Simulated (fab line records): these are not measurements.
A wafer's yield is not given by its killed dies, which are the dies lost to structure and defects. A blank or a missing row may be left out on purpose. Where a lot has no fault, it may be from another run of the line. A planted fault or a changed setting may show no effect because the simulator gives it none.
Chamber matching    flow n5Finfet    N5_BEOL_M10_CURE_71 on uvCure-03 has 3 sister chambers
The step cures SiCOH lowk, time 240 s. 3 wafers are shown with their chamber, then 10 later ones without.

== WAFERS, EACH WITH ITS CHAMBER ==
wafer   chamber  wafer_temp_C_max
L082.6  2        386.1
L088.5  1        386.7
L089.4  0        387.3

== WAFERS WHOSE CHAMBER IS MISSING ==
wafer   wafer_temp_C_max
L089.6  387.1
L091.2  386.8
L091.3  386.7
L091.5  387.2
L094.1  386.6
L094.2  386.8
L094.4  386.7
L092.1  387.5
L092.4  388.6
L092.5  387.1

== THE CHAMBER EACH PASSED THROUGH ==
wafer   from the rows above           in truth
L089.6  can't be placed: 0 or 1 or 2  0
L091.2  can't be placed: 1 or 0 or 2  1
L091.3  can't be placed: 1 or 2 or 0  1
L091.5  can't be placed: 0 or 1       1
L094.1  can't be placed: 1 or 2 or 0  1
L094.2  can't be placed: 1 or 0 or 2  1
L094.4  can't be placed: 1 or 2 or 0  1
L092.1  can't be placed: 0 or 1       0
L092.4  can't be placed: 0 or 1       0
L092.5  can't be placed: 0 or 1 or 2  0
Correct placement for 0 of the 10. Not placeable from these rows: 10 (in 10, the candidates include the true chamber). Number placed wrongly: 0.
How it was worked out, from the rows above alone: a wafer's distance from a chamber is the root of the sum, over the readings, of the square of ((its reading less the chamber's mean) divided by the reading's scatter). The wafer belongs to the nearest chamber; if the next one is less than 2 further off, it can't be placed. Each chamber's mean is taken over the wafers shown for it. The scatter: with one shown wafer a chamber, the root of the mean of the squares of how far each hidden wafer lies from its nearest shown one.
